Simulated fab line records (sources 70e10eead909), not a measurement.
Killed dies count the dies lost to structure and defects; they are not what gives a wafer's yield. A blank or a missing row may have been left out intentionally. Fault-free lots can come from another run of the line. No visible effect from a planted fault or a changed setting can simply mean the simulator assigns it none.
Tool commonality check || flow nand harc || Sampled: 12 lots, 42 wafers

== WHY THIS WAS OPENED ==
At NHARC_A_SGD_CUT_THK_MEAS_22 the reading thk nm is flagged on 2 of 12 lots. No-fault wafers: 148.0 nm, standard deviation 1.6.
Rule: a lot is flagged when every wafer of it that has a number lies more than 4 standard deviations from that mean, or none has a number. The other lots count as sound.

{"lot": "L626", "measured": "day 19 19:09", "on": "film metro-01", "thk nm (nm), wafer by wafer": "148.3 145.2 148.9", "flag": ""}
{"lot": "L625", "measured": "day 19 19:09", "on": "film metro-02", "thk nm (nm), wafer by wafer": "147.9 146.4 146.7", "flag": ""}
{"lot": "L627", "measured": "day 21 02:28", "on": "film metro-01", "thk nm (nm), wafer by wafer": "147.2 148.3 146.6", "flag": ""}
{"lot": "L631", "measured": "day 22 08:59", "on": "film metro-01", "thk nm (nm), wafer by wafer": "49.1 52.2 50.4 50.0 51.9 49.2", "flag": "FLAGGED"}
{"lot": "L630", "measured": "day 22 08:59", "on": "film metro-02", "thk nm (nm), wafer by wafer": "50.7 49.5 51.3 49.8 50.0 50.6", "flag": "FLAGGED"}
{"lot": "L639", "measured": "day 25 15:23", "on": "film metro-02", "thk nm (nm), wafer by wafer": "150.4 147.6 147.9", "flag": ""}
{"lot": "L638", "measured": "day 25 15:24", "on": "film metro-01", "thk nm (nm), wafer by wafer": "147.3 143.3 148.2", "flag": ""}
{"lot": "L640", "measured": "day 26 01:52", "on": "film metro-01", "thk nm (nm), wafer by wafer": "150.5 149.4 149.5", "flag": ""}
{"lot": "L644", "measured": "day 27 16:01", "on": "film metro-02", "thk nm (nm), wafer by wafer": "146.8 148.9 147.8", "flag": ""}
{"lot": "L645", "measured": "day 28 13:40", "on": "film metro-02", "thk nm (nm), wafer by wafer": "147.7 149.2 151.1", "flag": ""}
{"lot": "L646", "measured": "day 28 13:40", "on": "film metro-01", "thk nm (nm), wafer by wafer": "148.2 146.6 151.2", "flag": ""}
{"lot": "L647", "measured": "day 29 09:38", "on": "film metro-01", "thk nm (nm), wafer by wafer": "149.9 150.0 148.0", "flag": ""}
The mean of the flagged lots' numbers is 50.4 nm, -97.6 nm from the usual (-61 standard deviations).

== WHICH TOOL EACH LOT WENT THROUGH ==
3 process steps preceding the reading are held in the record, out of 1302 steps in the route. Cell contents, in order: the tool; ch with the chambers the sampled wafers went through; the start.
{"lot": "L626", "flag": "", "NHARC_A_SGD_CUT_ETCH_16": "rie diel-08 ch 1,2, day 19 14:28 or earlier", "NHARC_A_SGD_CUT_DEP_20": "fcvd-02 ch 0,1, day 19 14:28", "NHARC_A_SGD_CUT_CMP_21": "cmp-04 ch 0,1,3, day 19 18:56"}
{"lot": "L625", "flag": "", "NHARC_A_SGD_CUT_ETCH_16": "rie diel-03 ch 1,2,3, day 19 14:15 or earlier", "NHARC_A_SGD_CUT_DEP_20": "fcvd-01 ch 0,1, day 19 14:15", "NHARC_A_SGD_CUT_CMP_21": "cmp-03 ch 2,3, day 19 18:53"}
{"lot": "L627", "flag": "", "NHARC_A_SGD_CUT_ETCH_16": "rie diel-08 ch 0,3, day 20 21:36 or earlier", "NHARC_A_SGD_CUT_DEP_20": "fcvd-01 ch 0,1, day 20 21:36", "NHARC_A_SGD_CUT_CMP_21": "cmp-02 ch 2,3, day 21 02:12"}
{"lot": "L631", "flag": "FLAGGED", "NHARC_A_SGD_CUT_ETCH_16": "rie diel-09 ch 0,3, day 22 04:05 or earlier", "NHARC_A_SGD_CUT_DEP_20": "fcvd-02 ch 0,1, day 22 04:05", "NHARC_A_SGD_CUT_CMP_21": "cmp-03 ch 1,3, day 22 08:44"}
{"lot": "L630", "flag": "FLAGGED", "NHARC_A_SGD_CUT_ETCH_16": "rie diel-03 ch 1,2, day 22 04:16 or earlier", "NHARC_A_SGD_CUT_DEP_20": "fcvd-01 ch 0,1, day 22 04:16", "NHARC_A_SGD_CUT_CMP_21": "cmp-04 ch 0,1,2, day 22 08:44"}
{"lot": "L639", "flag": "", "NHARC_A_SGD_CUT_ETCH_16": "rie diel-08 ch 0,1,3, day 25 10:30 or earlier", "NHARC_A_SGD_CUT_DEP_20": "fcvd-02 ch 0,1, day 25 10:30", "NHARC_A_SGD_CUT_CMP_21": "cmp-02 ch 0,1,3, day 25 15:08"}
{"lot": "L638", "flag": "", "NHARC_A_SGD_CUT_ETCH_16": "rie diel-09 ch 0,3, day 25 10:44 or earlier", "NHARC_A_SGD_CUT_DEP_20": "fcvd-01 ch 0,1, day 25 10:44", "NHARC_A_SGD_CUT_CMP_21": "cmp-04 ch 0,1,3, day 25 15:13"}
{"lot": "L640", "flag": "", "NHARC_A_SGD_CUT_ETCH_16": "rie diel-09 ch 0,1,2, day 25 20:53 or earlier", "NHARC_A_SGD_CUT_DEP_20": "fcvd-02 ch 0,1, day 25 20:53", "NHARC_A_SGD_CUT_CMP_21": "cmp-02 ch 0,1,3, day 26 01:36"}
{"lot": "L644", "flag": "", "NHARC_A_SGD_CUT_ETCH_16": "rie diel-09 ch 1,3, day 27 10:59 or earlier", "NHARC_A_SGD_CUT_DEP_20": "fcvd-01 ch 0,1, day 27 10:59", "NHARC_A_SGD_CUT_CMP_21": "cmp-03 ch 0,2,3, day 27 15:47"}
{"lot": "L645", "flag": "", "NHARC_A_SGD_CUT_ETCH_16": "rie diel-08 ch 0,1, day 28 08:37 or earlier", "NHARC_A_SGD_CUT_DEP_20": "fcvd-01 ch 1, day 28 08:37", "NHARC_A_SGD_CUT_CMP_21": "cmp-03 ch 1,3, day 28 13:24"}
{"lot": "L646", "flag": "", "NHARC_A_SGD_CUT_ETCH_16": "rie diel-03 ch 1,2, day 28 11:07 or earlier", "NHARC_A_SGD_CUT_DEP_20": "fcvd-01 ch 0,1, day 28 11:07", "NHARC_A_SGD_CUT_CMP_21": "cmp-04 ch 0,1,2, day 28 13:29"}
{"lot": "L647", "flag": "", "NHARC_A_SGD_CUT_ETCH_16": "rie diel-08 ch 1,2,3, day 29 05:04 or earlier", "NHARC_A_SGD_CUT_DEP_20": "fcvd-02 ch 0,1, day 29 05:04", "NHARC_A_SGD_CUT_CMP_21": "cmp-03 ch 1,2,3, day 29 09:23"}
What is done by these steps:
- NHARC_A_SGD_CUT_ETCH_16: etches the open film in C4F8/O2/Ar, target depth 310.5 nm, time 155.2 s.
- NHARC_A_SGD_CUT_DEP_20: deposits SiO2, target thk 150 nm.
- NHARC_A_SGD_CUT_CMP_21: polishes, target thk 148.19 nm.
- NHARC_A_SGD_CUT_THK_MEAS_22: measures by ellipsometry.

== FLAGGED AGAINST TOTAL, ONE TOOL AT A TIME (gauges that did the reading follow at the end) ==
{"step": "NHARC_A_SGD_CUT_ETCH_16", "tool": "rie diel-03", "lots run": 3, "flagged": 1, "share of the flagged lots": "some", "sound lots run after its first flagged lot": "1 (L646)"}
{"step": "NHARC_A_SGD_CUT_ETCH_16", "tool": "rie diel-08", "lots run": 5, "flagged": 0, "share of the flagged lots": "none", "sound lots run after its first flagged lot": "-"}
{"step": "NHARC_A_SGD_CUT_ETCH_16", "tool": "rie diel-09", "lots run": 4, "flagged": 1, "share of the flagged lots": "some", "sound lots run after its first flagged lot": "3 (L638,L640,L644)"}
{"step": "NHARC_A_SGD_CUT_DEP_20", "tool": "fcvd-01", "lots run": 7, "flagged": 1, "share of the flagged lots": "some", "sound lots run after its first flagged lot": "4 (L638,L644,L645,L646)"}
{"step": "NHARC_A_SGD_CUT_DEP_20", "tool": "fcvd-02", "lots run": 5, "flagged": 1, "share of the flagged lots": "some", "sound lots run after its first flagged lot": "3 (L639,L640,L647)"}
{"step": "NHARC_A_SGD_CUT_CMP_21", "tool": "cmp-02", "lots run": 3, "flagged": 0, "share of the flagged lots": "none", "sound lots run after its first flagged lot": "-"}
{"step": "NHARC_A_SGD_CUT_CMP_21", "tool": "cmp-03", "lots run": 5, "flagged": 1, "share of the flagged lots": "some", "sound lots run after its first flagged lot": "3 (L644,L645,L647)"}
{"step": "NHARC_A_SGD_CUT_CMP_21", "tool": "cmp-04", "lots run": 4, "flagged": 1, "share of the flagged lots": "some", "sound lots run after its first flagged lot": "2 (L638,L646)"}
{"step": "NHARC_A_SGD_CUT_THK_MEAS_22", "tool": "film metro-01", "lots run": 7, "flagged": 1, "share of the flagged lots": "some", "sound lots run after its first flagged lot": "4 (L638,L640,L646,L647)"}
{"step": "NHARC_A_SGD_CUT_THK_MEAS_22", "tool": "film metro-02", "lots run": 5, "flagged": 1, "share of the flagged lots": "some", "sound lots run after its first flagged lot": "3 (L639,L644,L645)"}
NHARC_A_SGD_CUT_ETCH_16: start missing for some lots; hours and lot order therefore follow NHARC_A_SGD_CUT_DEP_20.

== WHAT THE TABLE ALLOWS ==
No row of the table ran every flagged lot.

== WHAT THE SIMULATOR HAD PUT IN ==
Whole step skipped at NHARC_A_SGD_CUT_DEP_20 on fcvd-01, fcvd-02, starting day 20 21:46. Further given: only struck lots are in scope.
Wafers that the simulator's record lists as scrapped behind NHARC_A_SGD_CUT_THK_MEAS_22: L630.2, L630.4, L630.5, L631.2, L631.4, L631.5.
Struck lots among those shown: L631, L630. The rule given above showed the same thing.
